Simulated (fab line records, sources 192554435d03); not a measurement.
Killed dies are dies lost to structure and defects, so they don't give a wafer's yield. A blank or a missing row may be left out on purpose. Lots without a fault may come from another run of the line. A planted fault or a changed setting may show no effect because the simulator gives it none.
Chamber matching | flow n5_finfet | N5_BEOL_M0_SAQP_ETCH_73 on rie_diel-01: 4 sister chambers
The step etches SiARC in CF4, target depth 19.5 nm, time 32.5 s. 4 wafers are shown with their chamber, then 7 later ones without.

WAFERS WITH THEIR CHAMBER
wafer  | chamber | drypump_motor_current_A (A)
L078.2 | 0       | 5.67
L078.6 | 1       | 6.10
L086.1 | 2       | 5.65
L086.2 | 3       | 5.85

WAFERS WITHOUT THEIR CHAMBER
wafer  | drypump_motor_current_A (A)
L086.4 | 6.14
L088.1 | 5.66
L088.2 | 6.13
L088.4 | 5.70
L090.1 | 6.11
L090.2 | 5.66
L090.4 | 5.85

WHICH CHAMBER EACH WENT THROUGH
wafer  | from the rows above     | in truth
L086.4 | 1                       | 1
L088.1 | can't be placed: 0 or 2 | 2
L088.2 | 1                       | 1
L088.4 | can't be placed: 0 or 2 | 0
L090.1 | 1                       | 1
L090.2 | can't be placed: 0 or 2 | 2
L090.4 | 3                       | 3
Placed correctly: 4 of 7. Can't be placed from these rows: 3 (the true chamber is among the candidates in 3). Placed wrongly: 0.
How it was worked out, from the rows above alone: a wafer's distance from a chamber is the root of the sum, over the readings, of the square of ((its reading less the chamber's mean) divided by the reading's scatter). The wafer belongs to the nearest chamber; if the next one is less than 2 further off, it can't be placed. A chamber's mean is the mean of its shown wafers. The scatter: with one shown wafer a chamber, the root of the mean of the squares of how far each hidden wafer lies from its nearest shown one.
